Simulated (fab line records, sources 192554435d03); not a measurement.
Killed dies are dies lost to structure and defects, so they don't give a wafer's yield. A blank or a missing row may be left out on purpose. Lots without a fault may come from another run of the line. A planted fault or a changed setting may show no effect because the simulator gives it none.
Split-lot experiment | flow n5_finfet | 7 lots, 21 wafers read, on a route of 1938 steps

THE SPLIT
At N5_BEOL_M7_ILD_DEP_00 (deposits SiCOH lowk from DEMS/porogen, target thk 179.75 nm, time 33.4 s), the setting time_s was moved away from the recipe's 33.4 s on 5 of the 21 wafers read, by -5.6% to +9.9%. The other wafers ran this setting at the recipe's value.

FROM THE SPLIT TO THE READING: what the file shows between them, 1 step
- N5_BEOL_M7_CURE_74: cures SiCOH lowk, time 240 s

THE READING
M7_ILD_THK, in nm, at N5_BEOL_M7_THK_MEAS_01. Fault-free wafers of this fab line usually give 155.0 nm, standard deviation 2.2 nm.

wafer  | tool, chamber at the split | time_s as run, s | against the recipe | M7_ILD_THK, nm | against lot-mates on the recipe
L077.1 | pecvd-01, 1                | 33.4             | recipe             | 155.0          | -
L077.2 | pecvd-01, 0                | 33.4             | recipe             | 153.8          | -
L077.5 | pecvd-01, 0                | 33.4             | recipe             | 156.1          | -
L079.4 | pecvd-01, 1                | 33.4             | recipe             | 154.9          | -
L079.5 | pecvd-01, 0                | 33.4             | recipe             | 153.8          | -
L079.6 | pecvd-01, 1                | 33.4             | recipe             | 157.5          | -
L082.1 | pecvd-02, 1                | 33.4             | recipe             | 152.8          | -
L082.4 | pecvd-02, 2                | 33.4             | recipe             | 153.2          | -
L082.5 | pecvd-02, 0                | 33.4             | recipe             | 156.8          | -
L086.1 | pecvd-03, 1                | 31.54            | -5.6%              | 146.0          | -6.6
L086.3 | pecvd-03, 2                | 31.54            | -5.6%              | 143.7          | -8.9
L086.5 | pecvd-03, 2                | 33.4             | recipe             | 152.6          | -
L087.2 | pecvd-03, 2                | 33.4             | recipe             | 153.5          | -
L087.3 | pecvd-03, 0                | 33.4             | recipe             | 152.6          | -
L087.5 | pecvd-03, 2                | 33.4             | recipe             | 154.1          | -
L093.1 | pecvd-03, 0                | 36.59            | +9.6%              | 165.5          | +9.9
L093.5 | pecvd-03, 2                | 33.4             | recipe             | 155.1          | -
L093.6 | pecvd-03, 1                | 33.4             | recipe             | 156.1          | -
L097.1 | pecvd-01, 0                | 36.72            | +9.9%              | 168.6          | +11.8
L097.4 | pecvd-01, 0                | 36.72            | +9.9%              | 171.5          | +14.7
L097.6 | pecvd-01, 2                | 33.4             | recipe             | 156.8          | -

THE FIT
A straight line over all 21 wafers: M7_ILD_THK changes by +1.49 nm for each +1% of time_s; r = +0.96; the points scatter about the line by 1.8 nm.
The same after taking each lot's own level away (the mean of its wafers on the recipe; 21 wafers): +1.27 nm for each +1%; r = +0.97; scatter 1.3 nm.
On that fit, the largest move of time_s shifts the reading by 13 nm.
The lots' own levels span 152.60 to 156.80 nm, that is 1.9 times the standard deviation above.
So the lot-to-lot level changes the slope: the two fits differ.
Check: with one of the wafers moved furthest among these (+9.9%) left out of the fit, the line predicts +12.8 nm for it against its lot-mates. It came out at +11.8 nm against them.

THE WHOLE CHAIN: every reading that the file lists as answering this split, in the file's order
step                   | what it does                                                             | reading                                                                                  | change (the file's fit)              | r (the file's)
N5_BEOL_M7_ILD_DEP_00  | deposits SiCOH lowk from DEMS/porogen, target thk 179.75 nm, time 33.4 s | SiCOH_lowk_of_BEOL_M7_ILD_DEP_00.thk_nm (the simulator's own value, which no gauge read) | +1.39 nm for each +1% of the setting | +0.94
N5_BEOL_M7_CURE_74     | cures SiCOH lowk, time 240 s                                             | SiCOH_lowk_of_BEOL_M7_ILD_DEP_00.thk_nm (the simulator's own value, which no gauge read) | +1.21 nm for each +1% of the setting | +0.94
N5_BEOL_M7_THK_MEAS_01 |                                                                          | M7_ILD_THK                                                                               | +1.22 for each +1% of the setting    | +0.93

THE FILE'S OWN FIT
M7_ILD_THK changes by +1.22 nm for each +1% of time_s, r = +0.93.
